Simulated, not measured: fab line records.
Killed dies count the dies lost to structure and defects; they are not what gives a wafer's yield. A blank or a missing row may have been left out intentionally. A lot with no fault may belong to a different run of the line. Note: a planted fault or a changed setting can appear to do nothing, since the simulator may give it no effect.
Comparing a struck lot with a sound one + flow n5 finfet + 39 steps out of a route of 1938
Sound: the wafers L274.1, L274.3, L274.4. Wafers L281.1, L281.4, L281.5 were the ones struck. Last of all comes the cause.
Per side, at each step with rows, come the tool, then ch with its chambers, and then its first start. Under that, the readings that differ: sound wafers + struck wafers + difference of the means + sigmas: that difference in standard deviations of wafers without a fault.
alike: a reading whose means differ by less than 2 such deviations, as well as words and numbers matching on both sides. not compared: withheld readings; readings where some wafer has no value; bounds like >300 that might hide an equal value; numbers whose values overlap and for which the record gives no deviation.
The two part at a step that has a row with sigmas, a row that says differs or no value, or rows on one side only. Numbers that have no deviation but don't overlap get no sigmas and don't part them. A reading missing from all wafers of one side parts the sides only when that side holds two or more wafers.

first, 12 steps without rows for these wafers: N5_SD_EPI_N_STRIP_36 (strips in N2/H2); N5_SD_EPI_N_ETCHBACK_44 (etches SiNx in CH3F/O2, stops on SiO2, target depth 14.5 nm); N5_SD_EPI_N_ETCH_45 (etches SiOCN in CH3F/O2, target depth 6 nm); N5_SD_EPI_N_ETCH_16 (etches SiO2 in CHF3/O2, target depth 5 nm); N5_SD_EPI_N_STRIP_47 (strips in CHF3/O2); N5_SD_EPI_N_SD_RECESS_17 (chemistry HBr/Cl2/O2, target depth 41 nm, time 23.7 s, bt time 3 s); N5_SD_EPI_N_STRIP_38 (strips in N2/H2); N5_SD_EPI_N_WET_ETCH_43 (etches SiO2 in dHF, time 14 s, target depth 1.5 nm); N5_SD_EPI_N_STRIP_18 (strips in SPM, time 750 s); N5_SD_EPI_N_SRD_20 (time 30 s); N5_SD_EPI_N_PRECLEAN_48 (cleans in NF3:NH3, afs cycles 2, time 20 s, sublimation time 60 s); N5_SD_EPI_N_VAPOR_ETCH_50 (etches Si in HCl, time 54 s).
N5_SD_EPI_N_EPI_21: deposits Si:P, time 690 s.
  sound on epi rpcvd-03 ch 0, day 4 20:34; struck on epi rpcvd-03 ch 0, day 6 16:08
then, 24 steps without rows for these wafers: N5_SD_EPI_N_PRECLEAN_24 (cleans in O3/DIW, time 60 s); N5_SD_EPI_N_SRD_25 (time 30 s); N5_SD_EPI_N_PRECLEAN_49 (cleans in NF3:NH3, afs cycles 1, time 20 s, sublimation time 60 s); N5_SD_EPI_N_LINER_46 (material SiNx, target thk 3 nm); N5_SD_EPI_P_COAT_34 (time 60 s, resist thk 350 nm); N5_SD_EPI_P_COAT_35 (time 60 s, resist thk 35 nm); N5_SD_EPI_P_COAT_03 (resist thk 150 nm); N5_SD_EPI_P_EBR_05; N5_SD_EPI_P_SOFTBAKE_04 (time 60 s); N5_SD_EPI_P_EXPOSE_06 (exposes mask SD P BLK, target cd 240 nm); N5_SD_EPI_P_PEB_07 (peb time 60 s); N5_SD_EPI_P_DEVELOP_08 (develop time 30 s); N5_SD_EPI_P_DESCUM_14 (chemistry O2, time 7.9 s); N5_SD_EPI_P_ETCH_36 (etches SiARC in CF4, target depth 45.5 nm, time 75.8 s); N5_SD_EPI_P_ETCH_37 (etches SOC in N2/H2, overetch 108 nm, time 486 s); N5_SD_EPI_P_STRIP_38 (strips in N2/H2); N5_SD_EPI_P_ETCHBACK_46 (etches SiNx in CH3F/O2, stops on SiO2, target depth 17.5 nm); N5_SD_EPI_P_ETCH_47 (etches SiOCN in CH3F/O2, target depth 25 nm); N5_SD_EPI_P_ETCH_16 (etches SiO2 in CHF3/O2, target depth 5 nm); N5_SD_EPI_P_STRIP_50 (strips in CHF3/O2); N5_SD_EPI_P_SD_RECESS_17 (chemistry HBr/Cl2/O2, target depth 39.1 nm, bt time 3 s); N5_SD_EPI_P_WET_ETCH_45 (etches SiO2 in dHF, time 10.7 s, target depth 2 nm, rinse time 30 s); N5_SD_EPI_P_STRIP_40 (strips in N2/H2); N5_SD_EPI_P_PRECLEAN_52 (cleans in O3/DIW, time 60 s).
N5_SD_ACTIVATION_RS_MEAS_03: uses a four-point probe to measure.
  sound on film metro-02 at day 5 03:44; struck on film metro-01 at day 6 23:06
| reading          | sound          | struck         | difference | sigmas |
|------------------|----------------|----------------|------------|--------|
| RS_SD_N (ohm/sq) | 22.5 22.2 22.2 | 20.5 20.9 20.6 | -1.6       | -5     |
| RS_SD_P (ohm/sq) | 57.5 58.0 58.1 | 56.4 55.5 55.3 | -2.1       | -2     |
-- here the record skips 5 days between the struck wafers' starts before and after, leaving off in module SD_ACTIVATION and picking up in module BEOL_M4 (first step shown: number 1111 of the route) --
N5_BEOL_M4_RC_MEAS_101:
  sound on prober-02 ch 0, day 10 09:19; struck on prober-02 ch 0, day 12 02:14
| reading             | sound             | struck            | difference | sigmas |
|---------------------|-------------------|-------------------|------------|--------|
| IOFF_N (nA/um)      | 0.122 0.123 0.135 | 0.183 0.164 0.196 | +0.054     | +3     |
| RC_DENSE_N (ohm.um) | 19.50 19.13 19.01 | 18.12 18.02 17.87 | -1.21      | -4     |
| RC_N (ohm.um)       | 15.85 15.58 15.49 | 14.88 14.90 14.65 | -0.83      | -4     |
| REXT_N (ohm.um)     | 74.7 73.1 74.0    | 70.8 71.2 70.2    | -3.2       | -2     |
| RS_SD_N (ohm/sq)    | 28.9 28.7 29.1    | 27.1 27.3 27.0    | -1.8       | -4     |
| SS_N (mV/dec)       | 69.9 71.0 70.9    | 72.0 71.9 72.3    | +1.5       | +3     |
| VT_N (mV)           | 251.8 251.4 250.8 | 246.2 248.0 243.9 | -5.3       | -2     |
  alike: DIBL_N, DIBL_P, IOFF_P, ION_N, ION_P, SS_P, VT_P

== WHERE THEY PART ==
First at N5_SD_ACTIVATION_RS_MEAS_03; last, within this record, at N5_BEOL_M4_RC_MEAS_101.

WHY: the cause the simulator had injected
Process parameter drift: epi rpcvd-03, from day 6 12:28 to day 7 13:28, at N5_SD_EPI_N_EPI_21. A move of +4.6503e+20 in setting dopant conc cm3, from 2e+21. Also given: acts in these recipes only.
